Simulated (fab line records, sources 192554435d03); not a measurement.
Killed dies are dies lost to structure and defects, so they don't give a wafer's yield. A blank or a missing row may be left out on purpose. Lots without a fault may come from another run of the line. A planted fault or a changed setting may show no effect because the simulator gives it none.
Split-lot experiment | flow n5_finfet | 7 lots, 21 wafers read, on a route of 1938 steps

THE SPLIT
At N5_BEOL_M0_ETCH_138 (etches SiCN in CH3F/O2, target depth 12 nm, time 31.6 s), the setting source_w was moved away from the recipe's 395 W on 6 of the 21 wafers read, by -13.9% to +15.1%. The other wafers ran this setting at the recipe's value.

The reading is taken at the split's own step.

THE READING
rf_vpp_V, in V, at N5_BEOL_M0_ETCH_138 (etches SiCN in CH3F/O2, target depth 12 nm, time 31.6 s). Fault-free wafers of this fab line usually give 297.0 V, standard deviation 1.8 V.

wafer  | tool, chamber at the split | source_w as run, W | against the recipe | rf_vpp_V, V | against lot-mates on the recipe
L076.1 | rie_diel-06, 2             | 395                | recipe             | 296.6       | -
L076.3 | rie_diel-06, 1             | 395                | recipe             | 297.1       | -
L076.4 | rie_diel-06, 0             | 395                | recipe             | 298.9       | -
L078.2 | rie_diel-06, 3             | 395                | recipe             | 295.5       | -
L078.3 | rie_diel-06, 0             | 339.9              | -13.9%             | 313.7       | +16.6
L078.5 | rie_diel-06, 0             | 395                | recipe             | 298.7       | -
L080.4 | rie_diel-03, 2             | 395                | recipe             | 295.6       | -
L080.5 | rie_diel-03, 3             | 395                | recipe             | 294.2       | -
L080.6 | rie_diel-03, 2             | 395                | recipe             | 296.4       | -
L090.3 | rie_diel-03, 3             | 355                | -10.1%             | 305.8       | +8.6
L090.4 | rie_diel-03, 2             | 355                | -10.1%             | 305.2       | +8.0
L090.5 | rie_diel-03, 1             | 395                | recipe             | 297.2       | -
L091.1 | rie_diel-03, 2             | 395                | recipe             | 294.4       | -
L091.3 | rie_diel-03, 1             | 395                | recipe             | 299.6       | -
L091.4 | rie_diel-03, 0             | 395                | recipe             | 296.4       | -
L093.4 | rie_diel-03, 2             | 454.4              | +15.0%             | 282.0       | -18.2
L093.5 | rie_diel-03, 1             | 395                | recipe             | 300.2       | -
L093.6 | rie_diel-03, 2             | 454.4              | +15.0%             | 281.4       | -18.8
L095.1 | rie_diel-03, 2             | 454.7              | +15.1%             | 282.0       | -13.6
L095.4 | rie_diel-03, 0             | 395                | recipe             | 296.8       | -
L095.5 | rie_diel-03, 3             | 395                | recipe             | 294.4       | -

THE FIT
A straight line over all 21 wafers: rf_vpp_V changes by -1.01 V for each +1% of source_w; r = -0.97; the points scatter about the line by 1.8 V.
The same after taking each lot's own level away (the mean of its wafers on the recipe; 21 wafers): -1.07 V for each +1%; r = -0.98; scatter 1.8 V.
On that fit, the largest move of source_w shifts the reading by 16 V.
The lots' own levels span 295.40 to 300.20 V, that is 2.7 times the standard deviation above.
So the lot-to-lot level changes the slope little: the two slopes agree.
Check: with one of the wafers moved furthest among these (+15.1%) left out of the fit, the line predicts -17.4 V for it against its lot-mates. It came out at -13.6 V against them.
Tool readings at the split's step, against how far the setting was moved: rf_vpp_V r = -0.97.

OTHER SPLITS ON THESE WAFERS
These wafers also went through other splits before the reading. Each is held against what the fit with the lots' levels taken away leaves over:
other split on the same wafers       | wafers away from the commonest value | r with rf_vpp_V (lot level and that fit taken away)
N5_HKMG_FIN_COAT_06 spin_rpm         | 9                                    | -0.11
N5_GATE_CUT_CUT_ETCH_54 icp_w        | 5                                    | -0.04
N5_GATE_CUT_ALD_22 ald_cycles        | 8                                    | +0.07
N5_MOL_CONTACT_COAG_ETCH_67 source_w | 8                                    | +0.21

THE FILE'S OWN FIT
rf_vpp_V changes by -1.06 V for each +1% of source_w, r = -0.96.
